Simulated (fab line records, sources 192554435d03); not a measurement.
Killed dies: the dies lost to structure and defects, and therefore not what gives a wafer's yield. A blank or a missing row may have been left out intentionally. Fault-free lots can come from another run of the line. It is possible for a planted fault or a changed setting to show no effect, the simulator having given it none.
fab line records	flow n5Finfet
record: lots: 6	wafers: 18	lastDay: 18
route steps=1938 shown BEOL_M0_CUTY@701 BEOL_M0@715 BEOL_M4@1111 PASSIVATION@1936
lots with no fault: from the same line, run without faults
startH: start of the lot's first displayed wafer, in hours after the record's first day	waitH: how many hours have passed since the lot's step before this one	" as in the row above	L1.1+2: a single row standing in for several wafers	- no value, or no start was given	* or withheld: withheld	< > ~ a bound
route shown NAME@n: NAME is a module with steps in the file, n the number in the route of the first one	usual: mean/standard deviation taken from wafers without a fault	same: alike in all rows	chamber/n: place in a boat	sites: each site's reading	_std_site: standard deviation of those values	_edge_site: the outer-site mean with the inner-site mean subtracted	radiusMm: how far each site lies from the wafer's centre	mask NAME#n: copy n	behind: the last tool/chamber to shape the wafer	hold: why the lot went on hold/how many hours it stayed there/how the hold came to an end	device: whichever transistor did not switch (one of n, p or np)	end of line: tests run on the same wafers once the route is complete	where a step has no rows: the recipe by itself	killed: dies that structure and defects cost at the first sort, which is not the same as the wafer's yield	map: the dies of a wafer, with x for killed, . for not killed, _ for no die there
set.NAME: the setting the step ran with; set.NAME@STEP: the setting that earlier step ran with	model.NAME: the simulator's own value behind a step, which no gauge read
lots at selected steps of the route; one table per step, one row per wafer
services: when a tool's chamber went out of use (startH, in hours from the record's first day, below 0 if earlier), for how many hours, and the reason
== steps ==
step: N5_BEOL_M0_CUTY_COAT_50
recipe: resist: SiARC	tempC: 220	timeS: 60	spinRpm: 1500	resistThkNm: 15
step: N5_BEOL_M0_CUTY_COAT_51
recipe: resist: CAR-ArF-block	spinRpm: 1500	resistThkNm: 150
step: N5_BEOL_M0_CUTY_EBR_52
recipe: solvent: PGMEA	ebrWidthMm: 1.5
step: N5_BEOL_M0_CUTY_SOFTBAKE_53
recipe: tempC: 110	timeS: 60	resist: CAR-ArF-block
step: N5_BEOL_M0_CUTY_EXPOSE_54
recipe: maskId: M0_ABLK	na: 1.35	sourceShape: conventional	sigmaOuter: 0.8	polarization: unpolarized	doseMj: 36
step: N5_BEOL_M0_CUTY_PEB_55
recipe: pebTempC: 110	pebTimeS: 60	resist: CAR-ArF-block
step: N5_BEOL_M0_CUTY_DEVELOP_56
recipe: developTimeS: 30	developer: TMAH	resist: CAR-ArF-block	rinseLiquid: diw	dry: airSpin	devTempC: 23
step: N5_BEOL_M0_CUTY_CD_MEAS_57
recipe: targetCdNm: 200	landingEnergyEv: 500	detector: seInlens	polarity: line
usual: cdNm: 199.7/1.2
lot.wafer	tool	chamber	startH	waitH	cdNm
L497.3	cdSem-01	0	144.09	-	199.4
L497.4	"	0	"	"	199.8
L497.5	"	0	"	"	201.2
L499.2	cdSem-01	0	147.00	-	200.7
L499.3	"	0	"	"	199.7
L499.4	"	0	"	"	199.8
L508.2	cdSem-01	0	201.89	-	198.2
L508.3	"	0	"	"	198.9
L508.6	"	0	"	"	197.7
L509.2	cdSem-01	0	202.93	-	196.9
L509.3	"	0	"	"	199.4
L509.5	"	0	"	"	198.0
L514.1	cdSem-01	0	240.39	-	200.1
L514.4	"	0	"	"	200.4
L514.5	"	0	"	"	200.0
L515.1	cdSem-03	0	241.38	-	201.3
L515.3	"	0	"	"	199.9
L515.4	"	0	"	"	200.3
step: N5_BEOL_M0_CUTY_OVL_MEAS_58
recipe: pointsPerWafer: 44
usual: M0_ABLK_OVL: -0.4/0.6
lot.wafer	tool	chamber	startH	waitH	M0_ABLK_OVL[nm]
L497.3	overlay-01	0	144.12	0.0	0.0
L497.4	"	0	"	"	-0.2
L497.5	"	0	"	"	-0.3
L499.2	overlay-01	0	147.03	0.0	0.5
L499.3	"	0	"	"	-0.2
L499.4	"	0	"	"	0.5
L508.2	overlay-02	0	201.92	0.0	-0.6
L508.3	"	0	"	"	-0.5
L508.6	"	0	"	"	-1.5
L509.2	overlay-01	0	202.95	0.0	-0.9
L509.3	"	0	"	"	-0.6
L509.5	"	0	"	"	-0.3
L514.1	overlay-02	0	240.42	0.0	-0.8
L514.4	"	0	"	"	-1.5
L514.5	"	0	"	"	0.0
L515.1	overlay-01	0	241.41	0.0	-0.5
L515.3	"	0	"	"	-0.9
L515.4	"	0	"	"	-0.4
step: N5_BEOL_M0_CUTY_INSPECT_59
recipe: mode: adi	inspectInstrument: macro
usual: rawDefectCount: 2.0/1.6
lot.wafer	tool	chamber	startH	waitH	rawDefectCount
L497.3	defectInspect-01	-	144.14	0.0	1
L497.4	"	-	"	"	1
L497.5	"	-	"	"	2
L499.2	defectInspect-01	-	147.05	0.0	1
L499.3	"	-	"	"	1
L499.4	"	-	"	"	3
L508.2	defectInspect-01	-	201.94	0.0	2
L508.3	"	-	"	"	1
L508.6	"	-	"	"	5
L509.2	defectInspect-02	-	202.98	0.0	1
L509.3	"	-	"	"	3
L509.5	"	-	"	"	3
L514.1	defectInspect-01	-	240.45	0.0	2
L514.4	"	-	"	"	2
L514.5	"	-	"	"	0
L515.1	defectInspect-02	-	241.43	0.0	3
L515.3	"	-	"	"	4
L515.4	"	-	"	"	3
step: N5_BEOL_M0_CUTY_DESCUM_61
recipe: chemistry: O2	timeS: 7.9	sourcePowerW: 50	biasPowerW: 20	pressureMtorr: 20	rfFrequencyHz: 2.712e+07	tempC: 40	resist: CAR-ArF-block	o2FlowSccm: 225
usual: drypumpMotorCurrentA: 6.0/0.47	oesProductAu: 0.76/0.08	rfVppV: 243.1/1.4	showerheadPlenumPTorr: 2.09/0.068	throttleValvePct: 20.41/0.21
lot.wafer	tool	chamber	startH	waitH	drypumpMotorCurrentA	oesProductAu	rfHoursCounterH	rfVppV	showerheadPlenumPTorr	throttleValvePct
L497.3	rieDiel-06	1	144.18	0.0	5.8	0.83	70	243.7	2.04	20.23
L497.4	"	0	"	"	6.4	0.76	-	242.4	2.10	20.13
L497.5	"	2	"	"	4.9	0.73	-	243.2	2.09	20.54
L499.2	rieDiel-02	2	147.08	0.0	5.8	0.71	229	243.3	2.06	20.40
L499.3	"	0	"	"	5.8	0.73	169	239.6	2.02	20.39
L499.4	"	3	"	"	6.8	0.69	-	242.9	2.05	20.83
L508.2	rieDiel-06	0	201.97	0.0	6.4	0.74	143	244.1	2.09	20.17
L508.3	"	2	"	"	4.9	0.71	223	243.1	2.08	20.57
L508.6	"	0	"	"	6.4	0.73	-	242.7	2.09	20.19
L509.2	rieDiel-06	3	203.01	0.0	6.4	0.77	141	244.9	2.19	20.48
L509.3	"	1	"	"	5.8	0.80	99	241.9	2.04	20.28
L509.5	"	0	"	"	6.4	0.74	-	243.2	2.09	20.17
L514.1	rieDiel-02	1	240.60	0.2	6.3	0.82	77	243.0	2.12	20.48
L514.4	"	1	"	"	6.3	0.81	-	243.8	2.12	20.48
L514.5	"	0	"	"	5.8	0.69	-	242.5	2.01	20.44
L515.1	rieDiel-02	1	241.47	0.0	6.3	0.82	78	242.2	2.12	20.47
L515.3	"	2	"	"	5.9	1.00	2	244.3	2.05	20.10
L515.4	"	0	"	"	5.8	0.70	-	242.5	2.01	20.45
step: N5_BEOL_M0_CUTY_ETCH_62
recipe: chemistry: CF4	target: SiARC	maskMaterial: CAR-ArF-block	timeS: 58.5	ionEnergyEv: 80	pressureMtorr: 40	sourceW: 545	biasW: 36	Ar_flow_sccm: 100	cf4FlowSccm: 100	ends: cleared
usual: drypumpMotorCurrentA: 6.0/0.47	etchRfOnTimeS: 59.6/1.6	oesProductAu: 0.65/0.069	rfVppV: 184.0/1.2	showerheadPlenumPTorr: 2.14/0.071	throttleValvePct: 15.60/0.2
lot.wafer	tool	chamber	startH	waitH	drypumpMotorCurrentA	etchRfOnTimeS	oesProductAu	rfHoursCounterH	rfVppV	showerheadPlenumPTorr	throttleValvePct
L497.3	rieDiel-06	1	144.21	0.0	5.8	61.0	0.69	70	184.7	2.08	15.37
L497.4	"	0	"	"	6.4	60.1	0.65	-	185.3	2.17	15.45
L497.5	"	2	"	"	4.9	58.6	0.63	-	182.7	2.13	15.59
L499.2	rieDiel-02	2	147.12	0.0	5.8	58.3	0.61	229	184.8	2.14	15.80
L499.3	"	0	"	"	5.8	60.0	0.62	169	182.8	2.04	15.46
L499.4	"	3	"	"	6.8	61.6	0.57	-	185.6	2.11	16.03
L508.2	rieDiel-06	0	202.01	0.0	6.4	59.5	0.64	143	184.9	2.16	15.53
L508.3	"	2	"	"	4.9	59.2	0.61	223	185.3	2.12	15.64
L508.6	"	0	"	"	6.4	59.3	0.64	-	184.0	2.16	15.51
L509.2	rieDiel-06	3	203.05	0.0	6.4	59.5	0.65	141	186.0	2.24	15.57
L509.3	"	1	"	"	5.7	61.0	0.68	99	182.4	2.07	15.44
L509.5	"	0	"	"	6.4	59.8	0.63	-	182.9	2.16	15.53
L514.1	rieDiel-02	1	240.64	0.0	6.3	59.7	0.69	77	184.4	2.17	15.58
L514.4	"	1	"	"	6.4	59.7	0.69	-	183.4	2.17	15.55
L514.5	"	0	"	"	5.8	60.1	0.60	-	185.2	2.03	15.53
L515.1	rieDiel-02	1	241.50	0.0	6.4	59.3	0.69	78	184.9	2.17	15.59
L515.3	"	2	"	"	5.9	59.3	0.85	2	184.5	2.13	15.36
L515.4	"	0	"	"	5.8	60.4	0.60	-	182.7	2.03	15.51
step: N5_BEOL_M0_CUTY_ETCH_63
recipe: chemistry: N2/H2	target: SOC	targetDepthA: 827	overetchA: 165	maskMaterial: SiARC	tempC: 40	ionEnergyEv: 200	timeS: 124	pressureMtorr: 30	sourceW: 840	biasW: 150	n2FlowSccm: 200	h2FlowSccm: 200
usual: drypumpMotorCurrentA: 6.0/0.47	h2FlowSccm: 200.0/0.62	oesProductAu: 0.63/0.063	rfVppV: 523.6/2.5	showerheadPlenumPTorr: 2.53/0.095	throttleValvePct: 17.79/0.24
lot.wafer	tool	chamber	startH	waitH	drypumpMotorCurrentA	h2FlowSccm	oesProductAu	rfHoursCounterH	rfVppV	showerheadPlenumPTorr	throttleValvePct	model.SiO2_of_BEOL_M0_SAQP_SPACER2_ALD_26.thkNm
L497.3	rieDiel-06	1	144.26	0.0	5.8	200.4	0.68	70	523.2	2.47	17.59	7.4
L497.4	"	0	"	"	6.4	199.6	0.63	-	525.4	2.57	17.74	7.2
L497.5	"	2	"	"	4.9	199.7	0.61	-	522.9	2.53	18.01	7.2
L499.2	rieDiel-02	2	147.17	0.0	5.9	198.9	0.58	229	522.6	2.49	17.65	7
L499.3	"	0	"	"	5.8	200.0	0.61	170	522.6	2.41	17.57	7.2
L499.4	"	3	"	"	6.8	200.1	0.56	-	523.7	2.49	18.22	7
L508.2	rieDiel-06	0	202.06	0.0	6.4	200.2	0.61	143	522.2	2.56	17.78	7
L508.3	"	2	"	"	4.9	199.9	0.59	223	523.8	2.52	18.06	7.8
L508.6	"	0	"	"	6.4	200.7	0.61	-	523.5	2.56	17.79	7.2
L509.2	rieDiel-06	3	203.09	0.0	6.4	200.6	0.64	141	525.3	2.66	17.92	7.2
L509.3	"	1	"	"	5.8	200.2	0.66	99	520.3	2.46	17.65	8
L509.5	"	0	"	"	6.4	200.8	0.61	-	523.5	2.56	17.79	7.8
L514.1	rieDiel-02	1	240.69	0.0	6.4	200.0	0.68	77	523.7	2.56	17.70	7.2
L514.4	"	1	"	"	6.3	198.8	0.67	-	523.2	2.56	17.70	7.4
L514.5	"	0	"	"	5.8	200.4	0.59	-	520.7	2.40	17.63	7.2
L515.1	rieDiel-02	1	241.55	0.0	6.3	200.2	0.67	78	523.5	2.56	17.69	7.2
L515.3	"	2	"	"	5.9	199.7	0.82	2	523.1	2.48	17.28	7.2
L515.4	"	0	"	"	5.8	200.2	0.57	-	522.1	2.40	17.64	7.2
step: N5_BEOL_M0_CUTY_STRIP_64
recipe: chemistry: N2/H2	tempC: 40	n2FlowSccm: 200	h2FlowSccm: 200	rfFrequencyHz: 6e+07
step: N5_BEOL_M0_ETCH_138
recipe: chemistry: CH3F/O2	targetDepthA: 120	target: SiCN	timeS: 31.6	ionEnergyEv: 120	pressureMtorr: 30	sourceW: 395	biasW: 75	Ar_flow_sccm: 150	CH3F_flow_sccm: 30	O2_flow_sccm: 20	ends: cleared
usual: drypumpMotorCurrentA: 6.0/0.47	etchRfOnTimeS: 29.1/0.87	oesProductAu: 0.65/0.067	rfVppV: 297.2/1.7	showerheadPlenumPTorr: 1.99/0.07	throttleValvePct: 16.29/0.24
lot.wafer	tool	chamber	startH	waitH	drypumpMotorCurrentA	etchRfOnTimeS	oesProductAu	rfHoursCounterH	rfVppV	showerheadPlenumPTorr	throttleValvePct
L497.3	rieDiel-06	1	144.38	0.0	5.7	30.4	0.70	71	294.5	1.95	16.10
L497.4	"	0	"	"	6.4	30.0	0.65	-	296.9	2.02	16.10
L497.5	"	2	"	"	4.9	29.6	0.62	-	297.6	1.99	16.31
L499.2	rieDiel-02	2	147.29	0.0	5.8	27.4	0.60	229	296.7	1.99	16.48
L499.3	"	0	"	"	5.8	29.7	0.62	170	294.6	1.89	16.09
L499.4	"	3	"	"	6.8	29.5	0.58	-	296.4	1.98	16.82
L508.2	rieDiel-06	0	202.18	0.0	6.4	28.6	0.63	143	297.8	2.01	16.16
L508.3	"	2	"	"	4.9	29.4	0.61	223	296.8	1.98	16.36
L508.6	"	0	"	"	6.4	30.1	0.64	-	299.7	2.01	16.16
L509.2	rieDiel-06	3	203.22	0.0	6.4	27.1	0.67	141	299.2	2.08	16.20
L509.3	"	1	"	"	5.7	29.2	0.68	99	296.9	1.94	16.15
L509.5	"	0	"	"	6.4	29.8	0.63	-	297.4	2.01	16.15
L514.1	rieDiel-02	1	240.81	0.0	6.3	28.3	0.70	77	298.4	2.04	16.37
L514.4	"	1	"	"	6.3	29.8	0.69	-	298.5	2.04	16.37
L514.5	"	0	"	"	5.8	30.9	0.60	-	294.4	1.88	16.15
L515.1	rieDiel-02	1	241.67	0.0	6.3	28.2	0.70	78	297.8	2.04	16.38
L515.3	"	2	"	"	5.8	28.3	0.85	2	298.3	1.99	16.09
L515.4	"	0	"	"	5.8	29.4	0.60	-	297.1	1.88	16.16
step: N5_BEOL_M0_HM_OPEN_105
recipe: chemistry: Cl2/BCl3	targetDepthA: 120	target: TiN	ionEnergyEv: 150	pressureMtorr: 10	icpW: 1000	biasW: 126	Cl2_flow_sccm: 53.25	bcl3FlowSccm: 21.75	Ar_flow_sccm: 25
usual: drypumpMotorCurrentA: 5.7/0.38	oesProductAu: 0.71/0.14	throttleValvePct: 22.04/0.23
lot.wafer	tool	chamber	startH	waitH	drypumpMotorCurrentA	oesProductAu	rfHoursCounterH	throttleValvePct	model.SiO2_of_BEOL_M0_SAQP_SPACER2_ALD_26.thkNm
L497.3	rieMetal-02	0	147.09	2.7	5.8	0.59	-	22.31	3
L497.4	"	0	"	"	5.8	0.58	-	22.29	2.8
L497.5	"	0	"	"	5.8	0.59	-	22.28	2.8
L499.2	rieMetal-02	0	147.65	0.3	5.8	0.58	-	22.30	2.8
L499.3	"	0	"	"	5.8	0.58	-	22.30	2.8
L499.4	"	0	"	"	5.8	0.58	-	22.29	2.8
L508.2	rieMetal-03	1	202.84	0.6	5.3	0.62	-	22.21	2.8
L508.3	"	1	"	"	5.3	0.62	-	22.22	3.6
L508.6	"	1	"	"	5.3	0.62	-	22.19	2.8
L509.2	rieMetal-03	1	203.50	0.2	5.3	0.62	-	22.21	3
L509.3	"	1	"	"	5.3	0.62	-	22.22	3.8
L509.5	"	1	"	"	5.3	0.62	-	22.21	3.6
L514.1	rieMetal-01	0	243.74	2.9	6.2	0.95	5	21.45	3
L514.4	"	1	"	"	5.0	0.63	-	22.06	3
L514.5	"	0	"	"	6.2	0.94	-	21.45	2.8
L515.1	rieMetal-03	0	243.83	2.1	5.9	0.77	36	22.09	2.8
L515.3	"	0	"	"	5.9	0.77	-	22.10	3
L515.4	"	0	"	"	5.9	0.77	-	22.09	2.8
step: N5_BEOL_M0_STRIP_140
recipe: chemistry: CF4	resist: SiARC	powerW: 300	biasPowerW: 75	pressureMtorr: 50	cf4FlowSccm: 150	rfFrequencyHz: 6e+07
usual: drypumpMotorCurrentA: 5.9/0.41	oesProductAu: 0.79/0.083	rfVppV: 271.5/1.8	showerheadPlenumPTorr: 1.81/0.064	throttleValvePct: 13.51/0.22
lot.wafer	tool	chamber	startH	waitH	drypumpMotorCurrentA	oesProductAu	rfHoursCounterH	rfVppV	showerheadPlenumPTorr	throttleValvePct
L497.3	rieDiel-06	2	147.34	0.2	4.9	0.73	197	269.7	1.78	13.57
L497.4	"	1	"	"	5.7	0.82	-	268.3	1.75	13.34
L497.5	"	0	"	"	6.4	0.76	-	272.7	1.82	13.44
L499.2	rieDiel-06	2	148.01	0.3	4.9	0.73	197	270.4	1.78	13.58
L499.3	"	1	"	"	5.8	0.83	72	269.0	1.75	13.34
L499.4	"	2	"	"	4.9	0.73	-	270.9	1.78	13.59
L508.2	rieDiel-02	3	203.28	0.4	6.8	0.67	241	271.2	1.75	14.04
L508.3	"	0	"	"	5.8	0.71	187	269.1	1.72	13.57
L508.6	"	1	"	"	6.3	0.83	-	271.2	1.81	13.43
L509.2	rieDiel-02	1	203.78	0.2	6.3	0.82	67	272.6	1.81	13.43
L509.3	"	0	"	"	5.8	0.72	187	269.4	1.72	13.56
L509.5	"	3	"	"	6.8	0.67	-	272.2	1.75	14.03
L514.1	rieDiel-04	0	244.01	0.2	5.9	0.85	62	273.6	1.87	13.58
L514.4	"	1	"	"	5.8	0.88	18	272.0	1.80	13.20
L514.5	"	0	"	"	5.9	0.85	-	273.3	1.87	13.56
L515.1	rieDiel-02	1	244.20	0.3	6.3	0.82	79	272.7	1.80	13.48
L515.3	"	0	"	"	5.8	0.71	205	269.0	1.71	13.62
L515.4	"	0	"	"	5.8	0.70	-	270.1	1.71	13.59
step: N5_BEOL_M4_RC_MEAS_101
usual: DIBL_N: 37.2/2.5	DIBL_P: 38/3	IOFF_N: 0.17/0.044	IOFF_P: 0.24/0.059	ION_N: 667/13	ION_P: 461/7.9	SS_N: 71.8/0.86	SS_P: 73.6/0.92	VT_N: 250/4.1	VT_P: -249/3.9
lot.wafer	tool	chamber	startH	waitH	DIBL_N[mV/V]	DIBL_P[mV/V]	IOFF_N[nA/um]	IOFF_P[nA/um]	ION_N[uA/um]	ION_P[uA/um]	SS_N[mV/dec]	SS_P[mV/dec]	VT_N[mV]	VT_P[mV]
L497.3	prober-01	0	211.21	0.3	40.6	43	0.26	0.37	687	472	72.8	75.7	243	-244
L497.4	"	0	"	"	40.7	40	0.22	0.27	674	462	72.6	74.5	250	-246
L497.5	"	0	"	"	35.4	34	0.13	0.18	654	457	71.2	73.9	252	-252
L499.2	prober-01	0	212.88	0.2	38.8	37	0.17	0.23	678	460	72.1	74.2	254	-251
L499.3	"	0	"	"	39.8	40	0.21	0.28	681	462	72.1	74.6	249	-247
L499.4	"	0	"	"	39.7	39	0.20	0.26	678	458	71.8	74.3	251	-248
L508.2	prober-02	0	269.25	0.2	43.7	45	0.33	0.36	689	465	74.4	75.6	242	-244
L508.3	"	0	"	"	34.9	36	0.13	0.18	669	461	71.2	72.6	253	-254
L508.6	"	0	"	"	40.3	41	0.22	0.26	678	459	73.8	74.3	249	-249
L509.2	prober-01	0	274.08	0.2	38.3	42	0.20	0.33	664	468	72.6	74.3	249	-243
L509.3	"	0	"	"	36.3	39	0.17	0.27	669	461	72.1	73.7	250	-244
L509.5	"	0	"	"	38.5	41	0.21	0.32	682	473	71.9	75.2	247	-243
L514.1	prober-01	0	290.74	0.0	39.6	40	0.22	0.31	688	469	72.0	74.3	244	-244
L514.4	"	0	"	"	39.8	42	0.22	0.36	683	472	72.2	74.0	246	-240
L514.5	"	0	"	"	35.1	35	0.12	0.22	648	456	71.3	72.8	252	-249
L515.1	prober-02	0	308.25	0.0	36.7	38	0.15	0.21	664	457	71.7	73.5	253	-253
L515.3	"	0	"	"	40.4	42	0.23	0.28	681	467	73.5	74.7	247	-250
L515.4	"	0	"	"	38.8	41	0.20	0.27	670	457	72.7	74.5	246	-249
step: N5_PASSIVATION_PROBE_49
usual: defectLimitedYield: 91.5/1.4	killed_at_M0_to_M3: 32/11	killed_at_M4_up: 12/4.4	killedAtContacts: 13/6.1	killedAtFrontEnd: 39/12	killedAtOther: 3.9/3	killedDies: 100/17	killedOpen: 66/12	killedShort: 33/7.4	sort_bin_4_leakage: 0.03/0.14	sort_bin_5_function: 5.0/0.95	sort_bin_6_memory: 3.2/0.66	sortNPass: 1079/17	sortYieldPct: 91.4/1.5
same: grossDies: 1180	killedAtBackSide: 0	sort_bin_8_speed[%]: 0
lot.wafer	tool	chamber	startH	waitH	defectLimitedYield[%]	killed_at_M0_to_M3	killed_at_M4_up	killedAtContacts	killedAtFrontEnd	killedAtOther	killedDies	killedOpen	killedShort	sort_bin_4_leakage[%]	sort_bin_5_function[%]	sort_bin_6_memory[%]	sortNPass	sortYieldPct[%]
L499.2	prober-02	-	324.87	0.1	88.9	43	6	18	62	2	131	77	44	0	6.0	4.2	1049	88.9
L499.3	prober-02	-	324.92	0.1	90.8	32	7	12	43	14	108	65	41	0	5.8	3.3	1072	90.8
L499.4	prober-02	-	324.97	0.2	91.4	49	12	7	33	1	102	69	33	0	4.0	4.4	1078	91.4
L514.4	prober-02	-	396.87	0.2	93.1	19	11	9	43	0	82	56	24	0.08	3.8	2.9	1097	93.0
killed by level:class
L499.2 MOL_CONTACT_COAG:geometricParticle:open=15 FIN_SAQP:geometricParticle:open=11 FIN_SAQP:geometricParticle:short=10 BEOL_M0_SAQP:geometricParticle:open=10 BEOL_M0_SAQP:geometricParticle:short=9 BEOL_M2:geometricParticle:open=7 BEOL_M3:geometricParticle:open=6 HKMG_FIN:areaEtch=6
L499.3 BEOL_M0_SAQP:geometricParticle:short=10 MOL_CONTACT_COAG:geometricParticle:open=9 FIN_SAQP:geometricParticle:open=8 BEOL_M0_SAQP:geometricParticle:open=8 GATE_CUT:geometricParticle:short=7 MIM_TOP:geometricParticle:short=7 DUMMY_GATE:geometricParticle:open=6 BEOL_M1:geometricParticle:open=5
L499.4 BEOL_M0_SAQP:geometricParticle:open=11 BEOL_M3:geometricParticle:open=11 BEOL_M1:geometricParticle:open=10 BEOL_M0_SAQP:geometricParticle:short=8 FIN_SAQP:geometricParticle:open=6 STI_FIN_REVEAL:geometricParticle:open=5 STARTING-WAFER:geometricParticle:short=4 GATE_CUT:geometricParticle:short=4
L514.4 DUMMY_GATE:geometricParticle:open=11 GATE_CUT:geometricParticle:short=9 FIN_SAQP:geometricParticle:open=8 MOL_CONTACT_COAG:geometricParticle:open=7 BEOL_M0_SAQP:geometricParticle:open=5 BEOL_M3:geometricParticle:open=5 BEOL_M4:geometricParticle:open=4 STI_FIN_REVEAL:geometricParticle:open=3
== services ==
tool	chamber	startH	hours	kind
rieDiel-04	-	137.64	1.0	repair
rieMetal-02	1	144.34	5.8	repair
rieMetal-03	-	145.86	2.8	pm
rieDiel-02	-	158.13	14.6	pm
rieMetal-02	0	163.95	-	clean
rieMetal-02	0	163.95	11.3	scheduledDown
rieMetal-02	0	163.95	11.3	ventCycle
rieMetal-03	1	176.82	6.0	repair
rieDiel-06	2	189.17	6.4	repair
rieMetal-03	0	191.21	15.5	repair
rieDiel-06	-	195.09	0.2	repair
rieDiel-02	2	211.37	-	clean
rieDiel-02	2	211.37	-	consumableReplace:focusRing
rieDiel-02	2	211.37	23.8	scheduledDown
rieDiel-02	2	211.37	23.8	ventCycle
rieMetal-03	-	225.39	1.4	pm
rieMetal-03	1	231.34	-	clean
rieMetal-03	1	231.34	21.0	scheduledDown
rieMetal-03	1	231.34	21.0	ventCycle
rieDiel-02	3	235.38	-	clean
rieDiel-02	3	235.38	-	consumableReplace:focusRing
rieDiel-02	3	235.38	20.2	scheduledDown
rieDiel-02	3	235.38	20.2	ventCycle
rieMetal-02	1	242.07	-	clean
== key ==
firstSign none at tools or gauges
modelEffect: step: N5_BEOL_M0_CUTY_ETCH_63	value: SiO2_of_BEOL_M0_SAQP_SPACER2_ALD_26.thkNm	without: 7.267	struck: 7.867
modelEffect: step: N5_BEOL_M0_HM_OPEN_105	value: SiO2_of_BEOL_M0_SAQP_SPACER2_ALD_26.thkNm	without: 2.867	struck: 3.667
metAt N5_BEOL_M0_CUTY_ETCH_63
struckWafers L508.3,L509.3,L509.5
onsetBetween 144.26 202.06
fault: kind: processParameterDrift	tool: rieDiel-06	chamber: -	onsetH: 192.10	steps: N5_BEOL_M0_CUTY_ETCH_63	channel: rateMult	offset: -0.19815	shape: step	endH: 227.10	scope: struckWafersOnly
